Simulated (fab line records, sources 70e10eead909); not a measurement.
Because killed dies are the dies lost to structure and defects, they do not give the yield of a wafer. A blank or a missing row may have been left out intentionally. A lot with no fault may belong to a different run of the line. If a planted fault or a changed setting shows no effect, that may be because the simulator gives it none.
Comparing a struck lot with a sound one | flow nand-harc | 15 out of 1302 route steps
Sound: wafers L685.2, L685.3, L685.5. Struck: wafer L697.6 (left out: L697.1, a lot-mate that was not struck); the cause follows at the end.
Each step with rows lists, per side, the tool, then ch with its chambers, then its first start. Under that, the readings that differ: sound wafers | struck wafers | difference of the means | sigmas: that difference in standard deviations of wafers without a fault.
alike: same words and numbers on both sides, and readings whose means sit less than 2 such deviations apart. not compared: any withheld reading, any reading some wafer has no value for, any bound like >300 that may hide the same value, and any number with overlapping values for which the record gives no deviation.
The two part at a step that has a row with sigmas, a row that says differs or no value, or rows on one side only. Numbers that don't overlap but have no deviation are shown without sigmas and don't part them. Lack of a reading on every wafer of one side parts them only where that side has two or more wafers.

first, 6 steps without rows for these wafers: NHARC_A_DECK1_JOINT_CVD_34 (deposits SiNx, target thk 20 nm); NHARC_A_DECK1_JOINT_DEP_06 (deposits SiOx, target thk 80 nm); NHARC_A_DECK1_JOINT_CURE_26 (time 32 s); NHARC_A_DECK1_JOINT_ANNEAL_27 (time 3600 s); NHARC_A_DECK1_JOINT_ANNEAL_28 (time 1800 s); NHARC_A_DECK1_JOINT_ANNEAL_29 (time 1800 s).
NHARC_A_DECK1_JOINT_CMP_02: polishes SiOx.
  sound on cmp-02 ch 2,3, day 14 12:10; struck on cmp-03 ch 0, day 19 16:17
  alike: motor-current-A
after that, 1 step had no rows for these wafers: NHARC_A_DECK1_JOINT_SRD_15.
NHARC_A_DECK1_JOINT_DEP_16: deposits SiO2, target thk 45 nm.
  sound on pecvd-04 ch 0,2, day 14 12:35; struck on pecvd-03 ch 0, day 19 16:43
  alike: heater-power-w, throttle-valve-pct
NHARC_A_DECK1_JOINT_THK_MEAS_17: measures by ellipsometry.
  sound: film-metro-02 at day 14 12:50; struck: film-metro-01 at day 19 16:56
  alike: thk-nm
NHARC_A_DECK1_JOINT_INSPECT_05:
  sound: defect-inspect-01 at day 14 12:52; struck: defect-inspect-01 at day 19 16:58
  alike: raw-defect-count
NHARC_A_ONON_D2_DEP_00: target thk 1000 nm.
  sound on pecvd-onon-02 ch 0, day 14 13:00; struck on pecvd-onon-02 ch 0, day 19 17:02
NHARC_A_ONON_D2_THK_MEAS_02: measures by ellipsometry.
  sound: film-metro-02 at day 14 13:28; struck: film-metro-01 at day 19 17:32
  reading     | sound       | struck | difference | sigmas
  thk-nm (nm) | 996 996 998 | 657    | -340       | -41
then NHARC_A_ONON_D2_DEP_03 (target thk 1000 nm), 1 step lacking rows for these wafers.
-- break in the record here, with 13 days between the starts of the struck wafers on either side (left off in module A_ONON_D2, picked up again in module END, where the first step shown is number 1302 on the route) --
NHARC_END_SORT_01:
  only the struck wafers appear in the record here, on prober-02 ch 0 at day 33 02:20; the sound ones have no rows

WHERE THEY PART
First at NHARC_A_ONON_D2_THK_MEAS_02; last, within this record, at NHARC_END_SORT_01.

WHY: the cause the simulator had injected
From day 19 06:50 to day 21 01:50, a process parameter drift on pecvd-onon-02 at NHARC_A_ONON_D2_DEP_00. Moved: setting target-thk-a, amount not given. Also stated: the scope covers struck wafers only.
